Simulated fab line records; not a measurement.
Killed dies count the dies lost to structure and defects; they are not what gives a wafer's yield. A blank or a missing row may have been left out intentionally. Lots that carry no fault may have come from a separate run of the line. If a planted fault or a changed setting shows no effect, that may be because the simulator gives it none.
Struck lot and sound lot, side by side    flow n5_finfet    17 steps out of a route of 1938
Sound: these wafers, L675.3, L675.5, L675.6. Struck: wafer L673.3 (L673.2, L673.4, from the same lot, were not struck and are left out); the cause is given at the end.
For every step that has rows: the tool of each side, followed by ch and its chambers, followed by its first start. Under that, the readings that differ: sound wafers    struck wafers    difference of the means    sigmas: that difference in standard deviations of wafers without a fault.
alike: readings whose means differ by less than 2 such deviations, and words and numbers that are the same on both sides. not compared: withheld readings, readings that some wafer has no value for, bounds like >300 that may hide the same value, and numbers for which the record gives no deviation and whose values overlap.
Wherever a step has rows on one side only, a row that says differs or no value, or a row with sigmas, the two part there. Numbers that don't overlap but have no deviation are shown without sigmas and don't part them. A reading missing from all wafers of one side parts the sides only when that side holds two or more wafers.

first, 9 steps without rows for these wafers: N5_BEOL_M0_SAQP_COAT_34 (resist thk 30 nm); N5_BEOL_M0_SAQP_EBR_36; N5_BEOL_M0_SAQP_SOFTBAKE_35 (time 60 s); N5_BEOL_M0_SAQP_EXPOSE_37 (exposes mask M0 CUT1, target cd 30 nm); N5_BEOL_M0_SAQP_PEB_38 (peb time 60 s); N5_BEOL_M0_SAQP_DEVELOP_39 (develop time 30 s); N5_BEOL_M0_SAQP_DESCUM_45 (chemistry O2, time 7 s); N5_BEOL_M0_SAQP_ETCH_88 (etches underlayer in N2/H2, target depth 6.5 nm, time 5.2 s); N5_BEOL_M0_SAQP_ETCH_73 (etches SiARC in CF4, target depth 19.5 nm, time 32.5 s).
N5_BEOL_M0_SAQP_CUT_ETCH_46: etches SOC in N2/H2, target depth 135 nm, overetch 27 nm, time 202.5 s.
  sound on rie_diel-05 ch 2,3, day 11 01:35; struck on rie_diel-04 ch 3, day 10 17:41
reading                                          sound              struck  difference  sigmas
rf_fwd_power_W (W)                               835.1 840.6 840.6  636.1   -202.7      -78
rf_vpp_V (V)                                     523 521 528        573     +49         +16
throttle_valve_pct (%)                           17.87 17.89 17.69  18.28   +0.46       +2
model.SiARC_of_BEOL_M0_SAQP_COAT_72.thk_nm (nm)  5 5 4.8            6.6     +1.7        
model.BEOL_M0_SAQP.cd_nm (nm)                    30.2 30 30.2       29.2    -0.9        
  alike: bias_w, drypump_motor_current_A, showerhead_plenum_p_Torr
  not compared: rf_hours_counter_h
then, 3 steps without rows for these wafers: N5_BEOL_M0_SAQP_STRIP_74 (strips in N2/H2); N5_BEOL_M0_SAQP_STRIP_89 (strips in N2/H2); N5_BEOL_M0_SAQP_ALD_48 (deposits SiO2, target thk 20 nm, pulse time 1 s, co reactant pulse time 1 s).
N5_BEOL_M0_SAQP_ETCH_49: etches SiO2 in CF4/O2, target depth 37 nm.
  sound on rie_diel-04 ch 0,2,3, day 11 02:32; struck on rie_diel-02 ch 3, day 10 18:26
reading                        sound         struck  difference  sigmas
model.BEOL_M0_SAQP.cd_nm (nm)  30.2 30 30.4  29.2    -1.0        
  alike: bias_w, drypump_motor_current_A, oes_product_au, rf_fwd_power_W, rf_vpp_V, showerhead_plenum_p_Torr, throttle_valve_pct
  not compared: rf_hours_counter_h
then, 1 step without rows for these wafers: N5_BEOL_M0_SAQP_STRIP_75 (strips in CF4).
-- a jump in the record: the struck wafers' starts before and after are 3 days apart (it breaks off in module BEOL_M0_SAQP and resumes in module BEOL_M4, where the first step shown is number 1111 of the route) --
N5_BEOL_M4_RC_MEAS_101:
  sound on prober-01 ch 0, day 14 19:47; struck on prober-02 ch 0, day 13 16:15
  alike: DIBL_N, DIBL_P, IOFF_N, IOFF_P, ION_N, ION_P, SS_N, SS_P, VT_N, VT_P
N5_PASSIVATION_PROBE_49:
  the record has rows for the sound wafers here (prober-01, day 19 00:27) and none for the struck ones

WHERE THEY PART
Last at N5_PASSIVATION_PROBE_49 as far as this record goes, first at N5_BEOL_M0_SAQP_CUT_ETCH_46.

WHY: what had been put in by the simulator
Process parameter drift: rie_diel-04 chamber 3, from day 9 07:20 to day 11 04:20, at N5_BEOL_M0_SAQP_CUT_ETCH_46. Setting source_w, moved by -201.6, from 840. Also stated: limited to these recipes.
